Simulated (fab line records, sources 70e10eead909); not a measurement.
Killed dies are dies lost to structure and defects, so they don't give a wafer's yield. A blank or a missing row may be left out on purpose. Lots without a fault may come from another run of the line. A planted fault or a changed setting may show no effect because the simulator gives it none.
Which tool did it? | flow nand_harc | 24 lots, 72 wafers sampled, at 4 steps of a route of 1302

WHAT THE GAUGES READ, wafer by wafer
NHARC_P_M2_INSPECT_11.
lot  | measured     | on                | raw_defect_count
L074 | day 6 17:33  | defect_inspect-02 | 7 12 4
L075 | day 6 18:09  | defect_inspect-02 | 4 1 3
L076 | day 7 09:55  | defect_inspect-02 | 0 4 4
L077 | day 7 11:35  | defect_inspect-01 | 2 6 2
L078 | day 8 04:14  | defect_inspect-01 | 9 3 2
L079 | day 8 12:43  | defect_inspect-02 | 7 0 2
L080 | day 9 08:03  | defect_inspect-01 | 3 2 3
L081 | day 9 08:59  | defect_inspect-01 | 6 4 4
L082 | day 9 22:01  | defect_inspect-01 | 12 8 14
L083 | day 10 02:28 | defect_inspect-02 | 3 5 2
L084 | day 10 10:37 | defect_inspect-01 | 5 7 7
L085 | day 10 21:38 | defect_inspect-01 | 8 8 11
L086 | day 11 04:19 | defect_inspect-01 | 5 4 1
L087 | day 11 22:02 | defect_inspect-01 | 4 5 7
L088 | day 12 11:01 | defect_inspect-02 | 3 5 3
L089 | day 12 12:11 | defect_inspect-01 | 3 7 1
L090 | day 13 02:32 | defect_inspect-01 | 6 4 2
L091 | day 13 07:11 | defect_inspect-01 | 3 8 4
L092 | day 13 23:14 | defect_inspect-01 | 5 6 6
L093 | day 14 06:47 | defect_inspect-02 | 6 6 5
L094 | day 14 19:14 | defect_inspect-01 | 5 3 10
L095 | day 15 17:44 | defect_inspect-01 | 4 6 1
L096 | day 15 20:02 | defect_inspect-02 | 0 1 2
L097 | day 16 05:43 | defect_inspect-02 | 10 6 6

NHARC_P_BONDPAD_THK_MEAS_33: measures by ellipsometry.
lot  | measured     | on            | thk_nm (nm)
L074 | day 6 21:34  | film_metro-02 | 199.1 198.0 199.6
L075 | day 6 22:20  | film_metro-02 | 198.1 201.9 199.7
L076 | day 7 13:45  | film_metro-01 | 200.5 200.6 200.1
L077 | day 7 15:25  | film_metro-02 | 200.1 200.4 200.4
L078 | day 8 08:37  | film_metro-02 | 200.5 197.5 200.0
L079 | day 8 16:35  | film_metro-02 | 201.6 198.9 199.8
L080 | day 9 13:19  | film_metro-01 | 199.4 201.5 198.6
L081 | day 9 13:19  | film_metro-01 | 198.2 198.2 201.3
L082 | day 10 02:26 | film_metro-01 | 197.9 201.2 201.8
L083 | day 10 06:25 | film_metro-02 | 200.9 201.2 201.7
L084 | day 10 14:29 | film_metro-02 | 203.6 199.6 197.9
L085 | day 11 01:29 | film_metro-02 | 198.7 200.1 200.9
L086 | day 11 08:09 | film_metro-01 | 201.2 198.2 197.9
L087 | day 12 01:54 | film_metro-02 | 199.1 201.7 198.7
L088 | day 12 14:57 | film_metro-01 | 200.6 200.2 199.9
L089 | day 12 16:00 | film_metro-02 | 198.3 200.5 201.5
L090 | day 13 06:23 | film_metro-01 | 201.2 196.9 204.0
L091 | day 13 11:13 | film_metro-02 | 197.9 201.4 199.6
L092 | day 14 03:17 | film_metro-01 | 201.1 198.4 201.2
L093 | day 14 10:51 | film_metro-02 | 198.4 195.5 198.6
L094 | day 14 23:08 | film_metro-01 | 201.8 200.5 201.8
L095 | day 15 21:37 | film_metro-02 | 200.6 198.2 200.2
L096 | day 15 23:57 | film_metro-02 | 200.4 200.2 198.7
L097 | day 16 09:40 | film_metro-02 | 198.5 200.0 200.3

WHICH TOOL RAN EACH LOT (tool, then ch and the chambers of the sampled wafers, then the start)
lot  | NHARC_P_M2_DESCUM_14               | NHARC_P_M2_PVD_21
L074 | rie_diel-02 ch 0,1,3, day 6 17:38  | pvd_sputter-03, day 6 21:34 or earlier
L075 | rie_diel-02 ch 0,1, day 6 18:13    | pvd_sputter-01, day 6 22:20 or earlier
L076 | rie_diel-02 ch 0,1,3, day 7 09:59  | pvd_sputter-01, day 7 13:45 or earlier
L077 | rie_diel-06 ch 0,3, day 7 11:39    | pvd_sputter-02, day 7 15:25 or earlier
L078 | rie_diel-06 ch 1,2,3, day 8 04:18  | pvd_sputter-02, day 8 08:37 or earlier
L079 | rie_diel-06 ch 0,2,3, day 8 12:47  | pvd_sputter-01, day 8 16:35 or earlier
L080 | rie_diel-02 ch 0,2,3, day 9 08:07  | pvd_sputter-03, day 9 13:19 or earlier
L081 | rie_diel-03 ch 0,1,2, day 9 09:02  | pvd_sputter-03, day 9 13:19 or earlier
L082 | rie_diel-02 ch 1,2,3, day 9 22:04  | pvd_sputter-02, day 10 02:26 or earlier
L083 | rie_diel-06 ch 0,2,3, day 10 02:32 | pvd_sputter-02, day 10 06:25 or earlier
L084 | rie_diel-06 ch 1,2, day 10 10:40   | pvd_sputter-03, day 10 14:29 or earlier
L085 | rie_diel-03 ch 0,2,3, day 10 21:42 | pvd_sputter-03, day 11 01:29 or earlier
L086 | rie_diel-02 ch 0,1,2, day 11 04:23 | pvd_sputter-03, day 11 08:09 or earlier
L087 | rie_diel-06 ch 0,1,2, day 11 22:06 | pvd_sputter-02, day 12 01:54 or earlier
L088 | rie_diel-06 ch 2,3, day 12 11:04   | pvd_sputter-02, day 12 14:57 or earlier
L089 | rie_diel-06 ch 1,2,3, day 12 12:15 | pvd_sputter-03, day 12 16:00 or earlier
L090 | rie_diel-03 ch 0,1,2, day 13 02:35 | pvd_sputter-03, day 13 06:23 or earlier
L091 | rie_diel-03 ch 0,2,3, day 13 07:16 | pvd_sputter-01, day 13 11:13 or earlier
L092 | rie_diel-03 ch 0,2,3, day 13 23:17 | pvd_sputter-02, day 14 03:17 or earlier
L093 | rie_diel-03 ch 1,2,3, day 14 06:51 | pvd_sputter-02, day 14 10:51 or earlier
L094 | rie_diel-02 ch 0,2, day 14 19:19   | pvd_sputter-01, day 14 23:08 or earlier
L095 | rie_diel-03 ch 0,1,3, day 15 17:48 | pvd_sputter-03, day 15 21:37 or earlier
L096 | rie_diel-02 ch 0,2,3, day 15 20:07 | pvd_sputter-03, day 15 23:57 or earlier
L097 | rie_diel-06 ch 0,2,3, day 16 05:47 | pvd_sputter-01, day 16 09:40 or earlier
- NHARC_P_M2_DESCUM_14: chemistry O2, time 3 s.
- NHARC_P_M2_PVD_21: deposits Cu, target thk 30 nm, time 20.49 s.

WHAT THE TOOLS THEMSELVES READ (means of the sampled wafers that have a number; where no wafer has one, the mark that the record gives instead)
NHARC_P_M2_DESCUM_14.
lot  | tool        | drypump_motor_current_A (A) | oes_product_au (a.u.) | rf_vpp_V (V) | showerhead_plenum_p_Torr (Torr) | throttle_valve_pct (%)
L074 | rie_diel-02 | 5.2                         | 0.980                 | 57.8         | 1.89                            | 11.304
L075 | rie_diel-02 | 5.5                         | 0.986                 | 58.2         | 1.98                            | 11.309
L076 | rie_diel-02 | 5.2                         | 0.985                 | 57.9         | 1.89                            | 11.307
L077 | rie_diel-06 | 5.8                         | 0.995                 | 57.9         | 1.85                            | 11.314
L078 | rie_diel-06 | 6.0                         | 0.997                 | 58.2         | 1.92                            | 11.315
L079 | rie_diel-06 | 6.0                         | 1.006                 | 57.3         | 1.88                            | 11.296
L080 | rie_diel-02 | 5.5                         | 1.004                 | 58.1         | 1.91                            | 11.324
L081 | rie_diel-03 | 5.7                         | 0.997                 | 57.6         | 1.85                            | 11.303
L082 | rie_diel-02 | 5.1                         | 0.996                 | 57.8         | 1.83                            | 11.299
L083 | rie_diel-06 | 6.0                         | 1.007                 | 57.4         | 1.88                            | 11.305
L084 | rie_diel-06 | 5.9                         | 1.013                 | 57.9         | 1.99                            | 11.302
L085 | rie_diel-03 | 5.6                         | 1.014                 | 57.9         | 1.85                            | 11.323
L086 | rie_diel-02 | 5.5                         | 0.988                 | 57.6         | 1.92                            | 11.309
L087 | rie_diel-06 | 5.9                         | 1.003                 | 58.1         | 1.95                            | 11.309
L088 | rie_diel-06 | 6.3                         | 1.001                 | 58.6         | 1.91                            | 11.311
L089 | rie_diel-06 | 6.0                         | 1.005                 | 57.8         | 1.92                            | 11.310
L090 | rie_diel-03 | 5.7                         | 0.989                 | 57.5         | 1.85                            | 11.321
L091 | rie_diel-03 | 5.6                         | 0.999                 | 57.6         | 1.84                            | 11.303
L092 | rie_diel-03 | 5.6                         | 1.001                 | 57.6         | 1.84                            | 11.317
L093 | rie_diel-03 | 5.6                         | 1.007                 | 56.9         | 1.82                            | 11.322
L094 | rie_diel-02 | 5.8                         | 0.986                 | 57.7         | 2.00                            | 11.311
L095 | rie_diel-03 | 5.3                         | 1.004                 | 57.2         | 1.84                            | 11.318
L096 | rie_diel-02 | 5.5                         | 0.994                 | 57.7         | 1.91                            | 11.312
L097 | rie_diel-06 | 6.0                         | 0.988                 | 58.3         | 1.88                            | 11.307

NHARC_P_M2_PVD_21.
lot  | tool           | throttle_valve_pct (%)
L074 | pvd_sputter-03 | 30.2
L075 | pvd_sputter-01 | 30.1
L076 | pvd_sputter-01 | 29.0
L077 | pvd_sputter-02 | 30.0
L078 | pvd_sputter-02 | 29.9
L079 | pvd_sputter-01 | 30.8
L080 | pvd_sputter-03 | 29.8
L081 | pvd_sputter-03 | 29.8
L082 | pvd_sputter-02 | 29.8
L083 | pvd_sputter-02 | 30.1
L084 | pvd_sputter-03 | 30.3
L085 | pvd_sputter-03 | 29.5
L086 | pvd_sputter-03 | 29.3
L087 | pvd_sputter-02 | 29.6
L088 | pvd_sputter-02 | 30.3
L089 | pvd_sputter-03 | 29.8
L090 | pvd_sputter-03 | 30.1
L091 | pvd_sputter-01 | 29.6
L092 | pvd_sputter-02 | 29.7
L093 | pvd_sputter-02 | 29.7
L094 | pvd_sputter-01 | 31.2
L095 | pvd_sputter-03 | 29.5
L096 | pvd_sputter-03 | 29.8
L097 | pvd_sputter-01 | 30.9

THE ANSWER, worked out from the rows above alone
Rule: what is usual is taken from the lots themselves. Put in order of their means at a reading, lots are off if they are a third of the lots or fewer, leave a main group of 4 or more, and stand apart from it by a gap of 3 or more times the standard deviation of the main group's means; of several such gaps the widest counts. A main group whose means are all the same, to the digits that the tables above print for the reading, isn't used. A lot without any number at a reading at which 4 lots or more have one is off too. The other lots that the step has rows for count as sound. The gauges are gone through in route order, then the tools' own readings, and for those a lot's mean is taken as printed above. The first step at which some lot is off is used, and at that step the reading that is off furthest; a lot without a number counts as furthest.
No lot is off at any reading shown: from this, nothing can be told.

WHAT THE SIMULATOR HAD PUT IN
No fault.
